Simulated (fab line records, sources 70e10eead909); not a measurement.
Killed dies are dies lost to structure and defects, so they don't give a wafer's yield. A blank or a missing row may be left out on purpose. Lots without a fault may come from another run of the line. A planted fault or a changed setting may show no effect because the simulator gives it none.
Chamber matching | flow nand_harc | NHARC_A_BONDPAD_DEP_00 on pecvd-02: 3 sister chambers
The step deposits SiCN, target thk 250 nm. 3 wafers are shown with their chamber, then 9 later ones without.

WAFERS WITH THEIR CHAMBER
wafer  | chamber | heater_power_w (W)
L085.3 | 0       | 770
L090.5 | 2       | 579
L090.6 | 1       | 617

WAFERS WITHOUT THEIR CHAMBER
wafer  | heater_power_w (W)
L093.3 | 809
L093.5 | 799
L093.6 | 556
L096.1 | 577
L096.2 | 810
L096.3 | 664
L097.2 | 758
L097.3 | 545
L097.5 | 661

WHICH CHAMBER EACH WENT THROUGH
wafer  | from the rows above          | in truth
L093.3 | 0                            | 0
L093.5 | 0                            | 0
L093.6 | can't be placed: 2 or 1      | 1
L096.1 | can't be placed: 2 or 1      | 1
L096.2 | 0                            | 0
L096.3 | can't be placed: 1 or 2 or 0 | 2
L097.2 | 0                            | 0
L097.3 | can't be placed: 2 or 1      | 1
L097.5 | can't be placed: 1 or 2 or 0 | 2
Placed correctly: 4 of 9. Can't be placed from these rows: 5 (the true chamber is among the candidates in 5). Placed wrongly: 0.
How it was worked out, from the rows above alone: a wafer's distance from a chamber is the root of the sum, over the readings, of the square of ((its reading less the chamber's mean) divided by the reading's scatter). The wafer belongs to the nearest chamber; if the next one is less than 2 further off, it can't be placed. A chamber's mean is the mean of its shown wafers. The scatter: with one shown wafer a chamber, the root of the mean of the squares of how far each hidden wafer lies from its nearest shown one.
